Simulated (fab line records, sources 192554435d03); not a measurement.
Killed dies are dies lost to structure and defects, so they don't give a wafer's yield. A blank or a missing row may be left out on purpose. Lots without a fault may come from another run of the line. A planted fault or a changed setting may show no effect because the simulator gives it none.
fab line records | flow n5_finfet
record lots=4 wafers=11 last_day=13
route steps=1938 shown SDB@359 DUMMY_REMOVAL@377 HKMG_FIN@385 PASSIVATION@1936
lots that met no fault: from a run of the same line without faults
start_h: hours from the record's first day to the start of the lot's first wafer shown | wait_h: hours since the lot's step before | " the same as in the row above | L1.1+2: a row that stands for several wafers | - no value, or no start given | * or withheld: withheld | < > ~ a bound
route shown NAME@n: a module of which the file shows steps, and the number in the route of the first | usual: mean/standard deviation of fault-free wafers | same: alike in all rows | chamber/n: place in a boat | sites: the reading at each site | _std_site: their standard deviation | _edge_site: outer sites' mean less inner sites' | radius_mm: how far each site lies from the wafer's centre | mask NAME#n: copy n | behind: the tool/chamber that last shaped the wafer | hold: why the lot was held/for how many hours/how that ended | device: the transistor (n, p or np) that didn't switch | end of line: the same wafers' tests at the end of the route | a step without rows: its recipe alone | killed: dies lost to structure and defects at the first sort, not the wafer's yield | map: a wafer's dies, x killed, . not, _ none there
set.NAME: the setting as run; set.NAME@STEP: as run at that earlier step | model.NAME: the simulator's own value behind a step, which no gauge read
lots at some steps of the route; a table a step, a row a wafer
## steps
# step N5_SDB_DESCUM_16
# recipe chemistry=O2 time_s=7.9 source_power_w=50 bias_power_w=20 pressure_mtorr=20 rf_frequency_hz=2.712e+07 temp_c=40 resist=CAR-ArF o2_flow_sccm=225
# step N5_SDB_ETCH_17
# recipe chemistry=CF4 target=SiARC target_depth_a=234 mask_material=CAR-ArF time_s=39 ion_energy_ev=80 pressure_mtorr=40 source_w=545 bias_w=36 Ar_flow_sccm=100 cf4_flow_sccm=100 ends=cleared
# step N5_SDB_ETCH_18
# recipe chemistry=N2/H2 target=SOC target_depth_a=1000 overetch_a=200 mask_material=SiARC temp_c=40 time_s=150 ion_energy_ev=200 pressure_mtorr=30 source_w=840 bias_w=150 n2_flow_sccm=200 h2_flow_sccm=200
# step N5_SDB_STRIP_19
# recipe chemistry=N2/H2 temp_c=40 n2_flow_sccm=200 h2_flow_sccm=200 rf_frequency_hz=6e+07
# step N5_SDB_STRIP_21
# recipe chemistry=CF4 resist=SiARC power_w=300 bias_power_w=75 pressure_mtorr=50 cf4_flow_sccm=150 rf_frequency_hz=6e+07
# step N5_SDB_HM_OPEN_20
# recipe chemistry=CH3F/O2 target=SiNx mask_material=SOC target_depth_a=240 stop_on=poly-Si over_etch_frac=0.4 ion_energy_ev=120 pressure_mtorr=30 source_w=395 bias_w=73 Ar_flow_sccm=150 CH3F_flow_sccm=30 O2_flow_sccm=20
# step N5_SDB_STRIP_22
# recipe chemistry=N2/H2 power_w=1000 temp_c=250 h2_frac=0.65 overash_fraction=0.3 pressure_mtorr=withheld n2_flow_sccm=1750 h2_flow_sccm=3250
# step N5_SDB_PRECLEAN_23
# recipe chemistry=dHF time_s=30 temp_c=25 dilution=withheld
# step N5_SDB_DUMMY_REMOVE_24
# recipe chemistry=TMAH temp_c=70 target=poly-Si stop_on=SiO2 target_depth_nm=142 conc_wt_pct=5 time_s=57 dry=ipa_marangoni rinse_time_s=30 rinse_temp_c=23
# step N5_SDB_ETCH_25
# recipe chemistry=C4F6/O2 target=SiO2 target_depth_a=100 time_s=3.3 ion_energy_ev=250 mask_material=SiNx pressure_mtorr=30 source_w=345 bias_w=185 Ar_flow_sccm=300 C4F6_flow_sccm=10 O2_flow_sccm=10
# step N5_SDB_CUT_ETCH_26
# recipe chemistry=HBr/Cl2/O2 target=Si target_depth_a=1296 bt_time_s=20 mask_material=SiNx time_s=51.8 ion_energy_ev=* bias_w=* pressure_mtorr=10 icp_w=800 HBr_flow_sccm=150 Cl2_flow_sccm=80 O2_flow_sccm=12
# step N5_SDB_PRECLEAN_38
# recipe chemistry=dHF time_s=10 dilution=750:1 temp_c=25
# columns lot.wafer tool chamber start_h wait_h
L902.1+2+3 wet_bench-06 0,1,7 72.72 0.1
L907.2+6 wet_bench-02 7,6 102.06 0.1
L908.2+4+5 wet_bench-02 1,4,5 110.45 0.1
L910.2+3+6 wet_bench-02 1,6,5 119.35 0.1
# step N5_SDB_PRECLEAN_39
# recipe chemistry=O3/DIW time_s=45 temp_c=22 o3_ppm=10
# step N5_SDB_SRD_28
# recipe dry=ipa_marangoni time_s=30 temp_c=23 rinse_liquid=diw
# step N5_SDB_ALD_29
# recipe material=SiNx target_thk_a=300 temp_c=400 ald_precursor_family=SiH2I2 ald_co_reactant=N2/H2-plasma pulse_time_s=1 ald_cycles=600 purge_time_s=2 co_reactant_purge_time_s=2 pressure_torr=2
# step N5_SDB_CMP_30
# recipe stop_on=poly-Si t_overpolish_s=1.54 post_cmp_clean=alkaline_brush down_force_psi=4.1491 platen_rpm=51.796 pad_velocity_m_s=1.0306 target_thk_nm=30
# step N5_DUMMY_REMOVAL_HM_STRIP_01
# recipe chemistry=CH3F/O2 material=SiNx target_depth_a=40 stop_on=poly-Si time_s=6.8 over_etch_frac=0.3 ion_energy_ev=60 power_w=410 bias_w=29 Ar_flow_sccm=150 CH3F_flow_sccm=30 O2_flow_sccm=20
# step N5_DUMMY_REMOVAL_STRIP_10
# recipe chemistry=N2/H2 time_s=40 power_w=100 temp_c=40 pressure_mtorr=100 rf_frequency_hz=6e+07 bias_power_w=3 n2_flow_sccm=300 h2_flow_sccm=300
# step N5_DUMMY_REMOVAL_PRECLEAN_07
# recipe chemistry=dHF time_s=30 temp_c=25 dilution=withheld
# step N5_DUMMY_REMOVAL_DUMMY_REMOVE_02
# recipe chemistry=TMAH temp_c=70 target=poly-Si stop_on=SiO2 target_depth_nm=142 conc_wt_pct=5 time_s=57 dry=ipa_marangoni rinse_time_s=30 rinse_temp_c=23
# step N5_DUMMY_REMOVAL_PRECLEAN_08
# recipe chemistry=NF3:NH3 afs_cycles=2 temp_c=30 time_s=20 sublimation_temp_c=180 sublimation_time_s=60 pressure_torr=3 rf_power_w=30
# step N5_DUMMY_REMOVAL_PRECLEAN_04
# recipe chemistry=DHF time_s=37 temp_c=25 dilution=500:1
# step N5_DUMMY_REMOVAL_SRD_05
# recipe dry=ipa_marangoni do_ppb=5 time_s=30 temp_c=23 rinse_liquid=diw
# step N5_HKMG_FIN_IL_REGROW_00
# recipe material=SiO2 target_thk_a=7.5 chemistry=O3 temp_c=withheld time_s=30
# step N5_HKMG_FIN_HK_ALD_01
# recipe material=HfO2 target_thk_a=16 temp_c=withheld ald_precursor_family=HfCl4 ald_co_reactant=H2O pulse_time_s=3 purge_time_s=3 co_reactant_purge_time_s=2.5 co_reactant_pulse_time_s=0.3 ald_cycles=30
# step N5_HKMG_FIN_HK_ANNEAL_02
# recipe temp_c=700 time_s=30 ambient=N2 idle_temp_c=600 ramp_up_c_per_s=150 ramp_down_c_per_s=60 cool_to_c=600
# step N5_HKMG_FIN_ALD_74
# recipe material=La2O3 target_thk_a=5 temp_c=250 ald_precursor_family=La-Cp ald_co_reactant=O3 pulse_time_s=6 co_reactant_pulse_time_s=1 purge_time_s=3 co_reactant_purge_time_s=3
# step N5_HKMG_FIN_ALD_75
# recipe material=Al2O3 target_thk_a=10 temp_c=150 ald_precursor_family=TMA ald_co_reactant=H2O pulse_time_s=withheld co_reactant_pulse_time_s=1
# step N5_HKMG_FIN_COAT_41
# recipe resist=SOC temp_c=250 time_s=60 spin_rpm=1500 resist_thk_nm=300
# step N5_HKMG_FIN_COAT_42
# recipe resist=SiARC temp_c=220 time_s=60 spin_rpm=1500 resist_thk_nm=35
# step N5_HKMG_FIN_COAT_43
# recipe resist=CAR-ArF spin_rpm=1500 resist_thk_nm=90
# step N5_HKMG_FIN_EBR_45
# recipe solvent=PGMEA ebr_width_mm=1.5
# step N5_HKMG_FIN_SOFTBAKE_44
# recipe temp_c=110 time_s=60 resist=CAR-ArF
# step N5_HKMG_FIN_EXPOSE_46
# recipe mask_id=NDIPOLE na=1.35 source_shape=conventional sigma_outer=0.8 polarization=unpolarized dose_mj=40
# step N5_HKMG_FIN_PEB_47
# recipe peb_temp_c=withheld peb_time_s=60 resist=CAR-ArF
# step N5_HKMG_FIN_DEVELOP_48
# recipe develop_time_s=30 developer=TMAH resist=CAR-ArF rinse_liquid=diw dry=air_spin dev_temp_c=23
# step N5_PASSIVATION_PROBE_49
# usual killed_at_M0_to_M3=32/9.3 killed_at_M4_up=14/4.9 killed_at_contacts=15/7.5 killed_at_front_end=40/11 killed_at_other=4/3.3 killed_dies=104/17 killed_on_rim=13/4.2 killed_open=68/14 killed_short=33/7.9
# same gross_dies=1180 killed_at_back_side=0
# columns lot.wafer tool chamber start_h wait_h killed_at_M0_to_M3 killed_at_M4_up killed_at_contacts killed_at_front_end killed_at_other killed_dies killed_on_rim killed_open killed_short
L908.2 prober-01 - 304.52 0.1 14 11 8 109 13 155 33 39 25
L908.4 prober-01 - 304.62 0.2 19 17 57 152 1 246 24 46 22
L908.5 prober-01 - 304.67 0.2 22 12 14 182 4 234 10 54 23
L910.2 prober-02 - 312.20 0.1 39 17 11 113 11 191 33 64 44
L910.3 prober-02 - 312.25 0.1 42 12 34 91 16 195 34 64 53
L910.6 prober-02 - 312.40 0.3 46 10 14 197 9 276 20 86 45
# killed by level:class
L908.2 SDB:unspecified=81 PASSIVATION:area_etch=9 FIN_SAQP:geometric_particle:short=6 DUMMY_GATE:geometric_particle:open=6 BEOL_M0_SAQP:geometric_particle:short=6 BEOL_M4:geometric_particle:open=6 STI_FIN_REVEAL:geometric_particle:open=5 MOL_CONTACT_COAG:geometric_particle:open=5
L908.4 SDB:unspecified=134 MOL_CONTACT_COAG:area_etch=44 MOL_CONTACT_COAG:geometric_particle:open=11 BEOL_M4:geometric_particle:open=10 BEOL_M0_SAQP:geometric_particle:short=9 DUMMY_GATE:geometric_particle:open=6 BEOL_M2:geometric_particle:open=4 STI_FIN_REVEAL:geometric_particle:open=3
L908.5 SDB:unspecified=148 MOL_CONTACT_COAG:geometric_particle:open=9 STI_FIN_REVEAL:geometric_particle:open=7 BEOL_M2:geometric_particle:open=7 STI_FIN_REVEAL:geometric_particle:short=6 FIN_SAQP:geometric_particle:open=5 BEOL_M4:geometric_particle:open=5 FIN_CUT:area_etch=5
L910.2 SDB:unspecified=80 BEOL_M2:geometric_particle:open=12 MOL_CONTACT_COAG:geometric_particle:open=10 BEOL_M0_SAQP:geometric_particle:open=9 BEOL_M3:geometric_particle:short=9 GATE_CUT:geometric_particle:short=8 FIN_SAQP:geometric_particle:short=7 FIN_SAQP:geometric_particle:open=5
L910.3 SDB:unspecified=51 MOL_CONTACT_COAG:area_etch=27 BEOL_M0_SAQP:geometric_particle:short=12 BEOL_M3:geometric_particle:open=10 GATE_CUT:geometric_particle:short=9 FIN_SAQP:geometric_particle:short=7 BEOL_M0_SAQP:geometric_particle:open=6 BEOL_M2:geometric_particle:open=6
L910.6 SDB:unspecified=144 BEOL_M0_SAQP:geometric_particle:open=15 MOL_CONTACT_COAG:geometric_particle:open=13 BEOL_M0_SAQP:geometric_particle:short=11 FIN_SAQP:geometric_particle:short=10 BEOL_M1:geometric_particle:open=8 DUMMY_GATE:geometric_particle:open=8 FIN_SAQP:geometric_particle:open=7
# map L908.4 (x killed, . not)
_________________..x.........________________
______________.................._____________
___________....x...............x...__________
__________.........................._________
________.xxx..............x..........._______
_______................x..............x______
______.........................x........_____
_____....................................____
____......x...x.x..x...x............x.....___
___.....................x.......x..........__
___x.......................................__
__...................x.........x............_
__.........................x.............x.._
_......x..................x....x.......x.....
_..........x...............x.............xx..
_.....x.x....................................
_...............x.....x........x.............
_..........x...............xxx.....x...x.....
_.................x........x...xxxxxx...x.xx.
_..............x..........x.xxx.xxxxx..x.x.x.
_....x..........x.....xx.x...xxxx.xxxxxxx....
__..........x..x.....xxx.xxxx.xxxxxxxxx.xxxx_
__............xx...x.xx..x.xxxxxxxxxxxxxxx.._
___..........x..x...xxxx..xxxxxxxxxxxxxxxxx__
___.........x......x..x.xx.xxxxxxxxxxxxxxx.__
____................x.xx..xx.xxxxxxxxxxxxx___
_____.x.......x.......x.....xxxxxxxxxxxxx____
______....................x..xxxxxxxxxxx_____
_______......................xxxxxxxxxx______
________x.......x.........x.x..xxxxxxx_______
__________....x..........x...xxxx.x._________
___________.............x...x....x.__________
______________......x..........._____________
_________________............________________
# map L910.6 (x killed, . not)
_________________....x.......________________
______________x.....x...x....x.x_____________
___________............x...x.x.....__________
__________.......x...x.......x.....x_________
________...........................x.._______
_______...x.............x..............______
______..x..x..............x...x.....x..._____
_____x....x...xx........x.x.x..........x.____
____......x....x.x.............x..........___
___...............x..................x.....__
___xxx.x..x.....xx.xxx.xxx........x........__
__.........x...x.xxxxxxxxxx....x............_
__.............xxxxxxxxxxxx.....xx......x..._
_.............x.xxxxxxxxxx.xxx...............
_..............xxxxxxxxxxxxxx............x..x
_...x......x...xxxxxxxxxxxxxxx.x.............
_...x....x...xxxxxxxxxxxxxxxx................
_.x.........xx.xxxxxxxxxxxxxxx.....x..x...xx.
_........x..x.xxxxxxxxxxxxxx..............x.x
_..xxxx.x......xxxxxxxxxxxx.x......x......x..
_.....x.....x..xxx.xxxxx.xxx.x.....x.........
__x.....xx...x.....xxx.xxxx.........xx......_
__..................xx......x..............._
___.........x.x..............x.............__
___...x....x...x.x.........x.......x.......__
____.........xx...x......x.............x..___
_____x............x..........x..x......xx____
______...........x....x.....xxx........._____
_______.......x....x.........x.....x.x.______
________................x........x...._______
__________x...x.x.......x.......x..._________
___________............x...........__________
______________x.......x.....x.x._____________
_________________............________________
## key
first_sign step=N5_PASSIVATION_PROBE_49 reading=killed_at_front_end direction=up sigmas=9 usual=40 struck=141
effect step=N5_PASSIVATION_PROBE_49 reading=killed_dies direction=up sigmas=6.6 usual=104 struck=216
more_kills_born_at N5_SDB_PRECLEAN_38@wet_bench-02=638
met_at N5_SDB_PRECLEAN_38
struck_wafers L908.2,L908.4,L908.5,L910.2,L910.3,L910.6
tester_left_out L908,L910
baseline_loss step=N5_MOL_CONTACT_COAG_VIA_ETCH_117 wafers=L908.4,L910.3
onset_between 102.06 110.45
also_fits time
fault kind=chamber_particle_source tool=wet_bench-02 chamber=- onset_h=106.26 steps=N5_SDB_PRECLEAN_38 rate_per_visit_cm2=1.7705 end_h=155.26
# tester_left_out: of these lots the tester's yield and bins aren't shown, on N5 and GAA mostly nor the transistor test; their killed dies are dies lost to structure and defects alone, not to doping, threshold or leakage, so they don't give the yield
# baseline_loss: these wafers lose ten dies or more at that step, a loss of the line's own and not of a fault; the sort's usual values leave them out
